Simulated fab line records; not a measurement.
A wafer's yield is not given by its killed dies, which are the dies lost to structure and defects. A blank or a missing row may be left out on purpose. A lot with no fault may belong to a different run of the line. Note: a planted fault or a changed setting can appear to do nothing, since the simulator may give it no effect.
One fault seen from 2 desks -- flow n5_finfet -- what lay behind the numbers comes last; until then each desk has only its own

== METROLOGY DESK ==
What the gauges read, lot by lot, whatever tool the lot ran on: means of the sampled wafers that have a number. The brackets show how far a lot's mean lies from the usual mean; more than 4 standard deviations puts the lot out of limits, marked OUT. 7 of its 10 readings are shown, namely those furthest out on some lot.
Columns: A = DIBL_N at N5_BEOL_M4_RC_MEAS_101, usual 36.5 mV/V; B = DIBL_P at N5_BEOL_M4_RC_MEAS_101, usual 36.5 mV/V; C = IOFF_N at N5_BEOL_M4_RC_MEAS_101, usual 0.17 nA/um; D = ION_N at N5_BEOL_M4_RC_MEAS_101, usual 677 uA/um; E = ION_P at N5_BEOL_M4_RC_MEAS_101, usual 463 uA/um; F = SS_N at N5_BEOL_M4_RC_MEAS_101, usual 71.6 mV/dec; G = SS_P at N5_BEOL_M4_RC_MEAS_101, usual 73.3 mV/dec
lot,first seen here,A,B,C,D,E,F,G
L142,day 8 12:54,35.6,37.6,0.17,679,459,71.8,73.5
L143,day 8 14:43,38.5,38.8,0.18,682,460,71.7,73.7
L145,day 9 10:14,36.4,36.2,0.17,685,471,71.6,73.2
L146,day 9 20:15,34.9,35.6,0.14,673,465,71.0,73.2
L152,day 11 03:25,36.2,34.8,0.17,665,456,72.0,73.4
L151,day 11 03:36,36.5,36.0,0.17,675,460,71.7,73.1
L154,day 11 12:56,35.8,36.1,0.15,678,468,71.1,73.2
L155,day 12 01:16,37.7,37.9,0.18,681,461,71.5,73.8
L156,day 12 07:37,36.7,36.7,0.15,673,460,71.3,72.8
L157,day 12 10:10,35.6,33.4,0.16,672,457,71.1,72.6
L158,day 12 13:29,37.4,37.5,0.16,673,463,72.1,73.3
This desk's finding: nothing out of limits on any of the 11 lots.

== THE TOOL OWNER'S DESK: pvd_sputter-03 ==
At N5_BEOL_M3_ANNEAL_91 (time 240 s), the tool's own readings, given per lot that ran on this tool as the mean of the sampled wafers with a number. The brackets show how far a lot's mean lies from the usual mean; more than 4 standard deviations puts the lot out of limits, marked OUT.
Columns: A = heater_power_w at N5_BEOL_M3_ANNEAL_91, usual 826 W; B = susceptor_temp_C at N5_BEOL_M3_ANNEAL_91, usual 400.00 C
lot,first seen here,A,B
L142,day 7 14:59,803,400.17
L143,day 8 03:26,746,400.35
L145,day 8 23:02,774,400.00
This desk's finding: nothing out of limits on any of the 3 lots.

== ALL TOGETHER ==
From the metrology desk's view, nothing was out of limits.
The desk of the tool owner found nothing out of limits.

== WHAT THE SIMULATOR HAD PUT IN ==
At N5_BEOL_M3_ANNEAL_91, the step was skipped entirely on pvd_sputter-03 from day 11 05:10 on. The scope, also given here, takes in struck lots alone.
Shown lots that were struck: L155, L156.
